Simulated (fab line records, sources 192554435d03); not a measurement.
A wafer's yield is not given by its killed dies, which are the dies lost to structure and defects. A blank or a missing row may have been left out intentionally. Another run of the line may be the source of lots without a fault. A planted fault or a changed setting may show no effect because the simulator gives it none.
A lot that was struck, set against a sound lot    flow n5Finfet    44 out of 1938 route steps
Sound: these wafers, L143.1, L143.2, L143.6. Struck: wafer L159.3 (left out: L159.1, L159.6 of the same lot, which were not struck); the cause appears at the end.
Each step with rows lists, per side, the tool, then ch with its chambers, then its first start. Under that, the readings that differ: sound wafers    struck wafers    difference of the means    sigmas: that difference in standard deviations of wafers without a fault.
alike: same words and numbers on both sides, and readings whose means sit less than 2 such deviations apart. not compared: any withheld reading, any reading some wafer has no value for, any bound like >300 that may hide the same value, and any number with overlapping values for which the record gives no deviation.
Wherever a step has rows on one side only, a row that says differs or no value, or a row with sigmas, the two part there. When numbers do not overlap yet have no deviation, they are printed without sigmas and do not part them. Lack of a reading on every wafer of one side parts them only where that side has two or more wafers.

N5_DUMMY_GATE_ETCH_32: etches SiO2 in CF4, target depth 3.5 nm, time 3.9 s.
  sound on rieSi-02 ch 0,1, day 3 11:16; struck on rieSi-04 ch 3, day 7 12:23
  alike: drypumpMotorCurrentA, oesProductAu, rfFwdPowerW, throttleValvePct
  not compared: rfHoursCounterH
then, 2 steps without rows for these wafers: N5_DUMMY_GATE_ETCH_23 (etches poly-Si in HBr/Cl2/O2, target depth 41 nm, time 22.3 s); N5_DUMMY_GATE_ETCH_44 (etches poly-Si in HBr/O2, stops on SiO2, target depth 127.5 nm).
N5_DUMMY_GATE_CD_MEAS_24: the cd target is 15 nm.
  sound on cdSem-03, day 3 11:28; struck on cdSem-03, day 7 12:35
  alike: cdNm
then, 7 steps without rows for these wafers: N5_DUMMY_GATE_ETCH_42 (etches SiO2 in CHF3/O2, target depth 3.5 nm, time 31 s); N5_DUMMY_GATE_STRIP_48 (strips in N2/H2, time 20 s); N5_DUMMY_GATE_PRECLEAN_33 (cleans in dHF, time 10 s); N5_DUMMY_GATE_PRECLEAN_25 (cleans in O3/DIW, time 45 s); N5_DUMMY_GATE_PRECLEAN_51 (cleans in SC2, time 45 s); N5_DUMMY_GATE_SRD_26 (time 30 s); N5_DUMMY_GATE_UV_OZONE_45 (time 120 s).
N5_DUMMY_GATE_INSPECT_27: inspects for defects (brightfield).
  sound on defectInspect-02, day 3 11:45; struck on defectInspect-02, day 7 12:52
  alike: rawDefectCount
N5_SPACER0_ALD_07: deposits SiNx, target thk 2 nm.
  sound on aldSin-04 ch 0,2,3, day 3 11:47; struck on aldSin-04 ch 3, day 7 13:07
reading                                  sound  struck  difference  sigmas
model.SiNx_of_SPACER0_ALD_07.thkNm (nm)  2 2 2  2.6     +0.6        
  alike: heaterPowerW, susceptorTempC
then, 2 steps without rows for these wafers: N5_SPACER0_ALD_00 (deposits SiOCN, target thk 3.5 nm, pulse time 3 s, purge time 2 s); N5_SPACER0_ALD_08 (deposits SiNx, target thk 2 nm).
N5_SPACER0_INSPECT_04: inspects for defects (darkfield).
  sound on defectInspect-02, day 3 12:22; struck on defectInspect-02, day 7 13:41
  alike: rawDefectCount
then, 8 steps without rows for these wafers: N5_SD_EPI_N_COAT_32 (time 60 s, resist thk 350 nm); N5_SD_EPI_N_COAT_33 (time 60 s, resist thk 35 nm); N5_SD_EPI_N_COAT_03 (resist thk 150 nm); N5_SD_EPI_N_EBR_05; N5_SD_EPI_N_SOFTBAKE_04 (time 60 s); N5_SD_EPI_N_EXPOSE_06 (exposes mask SD N BLK, target cd 120 nm); N5_SD_EPI_N_PEB_07 (peb time 60 s); N5_SD_EPI_N_DEVELOP_08 (develop time 30 s).
N5_SD_EPI_N_CD_MEAS_09: the cd target is 120 nm.
  sound on cdSem-01 ch 0, day 3 12:46; struck on cdSem-02 ch 0, day 7 14:05
  alike: cdNm
N5_SD_EPI_N_OVL_MEAS_10:
  sound on overlay-02 ch 0, day 3 12:47; struck on overlay-02 ch 0, day 7 14:07
  alike: SD_N_BLK_OVL
N5_SD_EPI_N_INSPECT_11: inspects for defects (macro).
  sound on defectInspect-02, day 3 12:49; struck on defectInspect-01, day 7 14:08
  alike: rawDefectCount
N5_SD_EPI_N_DESCUM_14: chemistry O2, time 7.9 s.
  sound on rieDiel-05 ch 2,3, day 3 12:50; struck on rieDiel-05 ch 3, day 7 14:10
  alike: drypumpMotorCurrentA, oesProductAu, rfFwdPowerW, rfVppV, showerheadPlenumPTorr, throttleValvePct
  not compared: rfHoursCounterH
then, 4 steps without rows for these wafers: N5_SD_EPI_N_ETCH_34 (etches SiARC in CF4, target depth 45.5 nm, time 75.8 s); N5_SD_EPI_N_ETCH_35 (etches SOC in N2/H2, overetch 108 nm, time 486 s); N5_SD_EPI_N_STRIP_36 (strips in N2/H2); N5_SD_EPI_N_ETCHBACK_44 (etches SiNx in CH3F/O2, stops on SiO2, target depth 14.5 nm).
N5_SD_EPI_N_ETCH_45: etches SiOCN in CH3F/O2, target depth 6 nm.
  sound on rieDiel-05 ch 2,3, day 3 13:22; struck on rieDiel-05 ch 3, day 7 14:41
  alike: drypumpMotorCurrentA, mfcArSccm, oesProductAu, rfFwdPowerW, rfVppV, showerheadPlenumPTorr, throttleValvePct
  not compared: rfHoursCounterH
then, 2 steps without rows for these wafers: N5_SD_EPI_N_ETCH_16 (etches SiO2 in CHF3/O2, target depth 5 nm); N5_SD_EPI_N_STRIP_47 (strips in CHF3/O2).
N5_SD_EPI_N_SD_RECESS_17: chemistry HBr/Cl2/O2, target depth 41 nm, time 23.7 s, bt time 3 s.
  sound on rieSi-03 ch 0,1, day 3 13:32; struck on rieSi-03 ch 1, day 7 14:52
  alike: drypumpMotorCurrentA, oesProductAu, rfFwdPowerW, throttleValvePct
  not compared: rfHoursCounterH
then, 5 steps without rows for these wafers: N5_SD_EPI_N_STRIP_38 (strips in N2/H2); N5_SD_EPI_N_WET_ETCH_43 (etches SiO2 in dHF, time 14 s, target depth 1.5 nm); N5_SD_EPI_N_STRIP_18 (strips in SPM, time 750 s); N5_SD_EPI_N_SRD_20 (time 30 s); N5_SD_EPI_N_PRECLEAN_48 (cleans in NF3:NH3, afs cycles 2, time 20 s, sublimation time 60 s).
N5_SD_EPI_N_VAPOR_ETCH_50: etches Si in HCl, time 54 s.
  sound on epiRpcvd-03 ch 0, day 3 14:20; struck on epiRpcvd-03 ch 0, day 7 15:42
  alike: susceptorTempC, throttleValvePct
N5_DUMMY_REMOVAL_HM_STRIP_01: strips SiNx in CH3F/O2, stops on poly-Si, target depth 4 nm, time 6.8 s.
  sound on rieDiel-01 ch 0,1,3, day 4 08:47; struck on rieDiel-04 ch 1, day 8 10:08
  alike: drypumpMotorCurrentA, mfcArSccm, oesProductAu, rfVppV, showerheadPlenumPTorr, throttleValvePct
  not compared: rfHoursCounterH
-- a jump in the record: the struck wafers' starts before and after are 4 days apart (it breaks off in module DUMMY_REMOVAL and resumes in module BEOL_M4, where the first step shown is number 1111 of the route) --
N5_BEOL_M4_RC_MEAS_101:
  sound on prober-02 ch 0, day 8 12:55; struck on prober-01 ch 0, day 12 15:24
reading          sound                 struck  difference  sigmas
DIBL_N (mV/V)    36.0 34.6 36.7        31.4    -4.4        -2
IOFF_P (nA/um)   0.22 0.20 0.23        0.12    -0.10       -2
ION_N (uA/um)    672 663 665           623     -44         -3
ION_P (uA/um)    467 459 460           432     -30         -3
REXT_N (ohm.um)  73.7 74.7 74.9        83.6    +9.2        +6
VT_N (mV)        250 253 250           262     +11         +3
VT_P (mV)        -250.1 -251.5 -249.4  -261.1  -10.8       -4
VT_P_LVT (mV)    -98.2 -100.4 -99.7    -109.1  -9.7        -4
  alike: DIBL_P, IOFF_N, SS_N, SS_P

== WHERE THEY PART ==
N5_BEOL_M4_RC_MEAS_101 only, going by this record.

WHY: the cause the simulator had injected
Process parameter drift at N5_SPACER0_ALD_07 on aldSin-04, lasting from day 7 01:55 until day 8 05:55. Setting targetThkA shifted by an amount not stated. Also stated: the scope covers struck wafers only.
